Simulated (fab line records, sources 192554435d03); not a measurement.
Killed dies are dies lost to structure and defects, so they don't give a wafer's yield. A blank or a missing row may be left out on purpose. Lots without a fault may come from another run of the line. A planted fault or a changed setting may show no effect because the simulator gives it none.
Split-lot experiment | flow n5_finfet | 7 lots, 21 wafers read, on a route of 1938 steps

THE SPLIT
At N5_BEOL_M9_HM_DEP_02 (deposits TiN, target thk 20 nm), the setting target_thk_a was moved away from the recipe's 200 angstrom on 6 of the 21 wafers read, by -11.7% to +11.8%. The other wafers ran this setting at the recipe's value.

FROM THE SPLIT TO THE READING: what the file shows between them, 8 steps
- N5_BEOL_M9_COAT_59: time 60 s, resist thk 100 nm
- N5_BEOL_M9_COAT_60: time 60 s, resist thk 30 nm
- N5_BEOL_M9_STRIP_68: strips in N2/H2
- N5_BEOL_M9_STRIP_67: strips in CF4
- N5_BEOL_M9_HM_OPEN_17: chemistry Cl2/BCl3, target TiN, target depth 20 nm, overetch 6 nm
- N5_BEOL_M9_STRIP_19: strips in O2
- N5_BEOL_M9_STRIP_73: strips in C4F6/O2
- N5_BEOL_M9_STRIP_36: strips in N2/H2

THE READING
TiN_of_BEOL_M9_HM_DEP_02.thk_nm (the simulator's own value, which no gauge read), in nm, at N5_BEOL_M9_TRENCH_ETCH_37 (etches SiCOH lowk in C4F6/O2, target depth 151.43 nm, time 49 s). The file gives no usual value for it. The 15 wafers here that ran the recipe average 15.9 nm, standard deviation 0.32 nm.

wafer  | tool, chamber at the split | target_thk_a as run, angstrom | against the recipe | TiN_of_BEOL_M9_HM_DEP_02.thk_nm, nm | against lot-mates on the recipe
L077.1 | pvd_sputter-02, -          | 200                           | recipe             | 15.8                                | -
L077.2 | pvd_sputter-02, -          | 200                           | recipe             | 16.4                                | -
L077.4 | pvd_sputter-02, -          | 200                           | recipe             | 16                                  | -
L079.2 | pvd_sputter-02, -          | 200                           | recipe             | 16                                  | -
L079.3 | pvd_sputter-02, -          | 200                           | recipe             | 16.4                                | -
L079.4 | pvd_sputter-02, -          | 215.2                         | +7.6%              | 17.4                                | +1.2
L078.2 | pvd_sputter-02, -          | 176.6                         | -11.7%             | 13.4                                | -2.2
L078.6 | pvd_sputter-02, -          | 176.6                         | -11.7%             | 13.4                                | -2.2
L078.3 | pvd_sputter-02, -          | 200                           | recipe             | 15.6                                | -
L087.1 | pvd_sputter-02, -          | 200                           | recipe             | 15.8                                | -
L087.2 | pvd_sputter-02, -          | 200                           | recipe             | 16                                  | -
L087.6 | pvd_sputter-02, -          | 200                           | recipe             | 16.2                                | -
L090.1 | pvd_sputter-03, -          | 179                           | -10.5%             | 13                                  | -2.8
L090.5 | pvd_sputter-03, -          | 179                           | -10.5%             | 13.2                                | -2.6
L090.6 | pvd_sputter-03, -          | 200                           | recipe             | 15.8                                | -
L092.1 | pvd_sputter-03, -          | 200                           | recipe             | 16.2                                | -
L092.5 | pvd_sputter-03, -          | 200                           | recipe             | 16.2                                | -
L092.6 | pvd_sputter-03, -          | 200                           | recipe             | 15.6                                | -
L095.3 | pvd_sputter-03, -          | 200                           | recipe             | 15.4                                | -
L095.5 | pvd_sputter-03, -          | 200                           | recipe             | 15.4                                | -
L095.4 | pvd_sputter-03, -          | 223.6                         | +11.8%             | 18                                  | +2.6

THE FIT
A straight line over all 21 wafers: TiN_of_BEOL_M9_HM_DEP_02.thk_nm changes by +0.22 nm for each +1% of target_thk_a; r = +0.97; the points scatter about the line by 0.34 nm.
The same after taking each lot's own level away (the mean of its wafers on the recipe; 21 wafers): +0.213 nm for each +1%; r = +0.98; scatter 0.27 nm.
On that fit, the largest move of target_thk_a shifts the reading by 2.5 nm.
The lots' own levels span 15.40 to 16.20 nm, that is 2.5 times the standard deviation above.
So the lot-to-lot level changes the slope little: the two slopes agree.
Check: with one of the wafers moved furthest among these (+11.8%) left out of the fit, the line predicts +2.43 nm for it against its lot-mates. It came out at +2.6 nm against them.

OTHER SPLITS ON THESE WAFERS
These wafers also went through other splits before the reading. Each is held against what the fit with the lots' levels taken away leaves over:
other split on the same wafers | wafers away from the commonest value | r with TiN_of_BEOL_M9_HM_DEP_02.thk_nm (lot level and that fit taken away)
N5_BEOL_M4_COAT_22 spin_rpm    | 5                                    | +0.25
N5_BEOL_M7_ETCH_61 source_w    | 9                                    | +0.14
N5_BEOL_M7_COAT_63 spin_rpm    | 6                                    | +0.46
N5_BEOL_M8_EXPOSE_08 dose_mj   | 8                                    | +0.14

THE WHOLE CHAIN: every reading that the file lists as answering this split, in the file's order
step                      | what it does                                                      | reading                                                                          | change (the file's fit)               | r (the file's)
N5_BEOL_M9_HM_DEP_02      | deposits TiN, target thk 20 nm                                    | TiN_of_BEOL_M9_HM_DEP_02.thk_nm (the simulator's own value, which no gauge read) | +0.202 nm for each +1% of the setting | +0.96
N5_BEOL_M9_HM_OPEN_17     | chemistry Cl2/BCl3, target TiN, target depth 20 nm, overetch 6 nm | etch.depth_nm (the simulator's own value, which no gauge read)                   | +0.203 nm for each +1% of the setting | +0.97
N5_BEOL_M9_TRENCH_ETCH_37 | etches SiCOH lowk in C4F6/O2, target depth 151.43 nm, time 49 s   | TiN_of_BEOL_M9_HM_DEP_02.thk_nm (the simulator's own value, which no gauge read) | +0.211 nm for each +1% of the setting | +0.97

THE FILE'S OWN FIT
TiN_of_BEOL_M9_HM_DEP_02.thk_nm changes by +0.211 nm for each +1% of target_thk_a, r = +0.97.
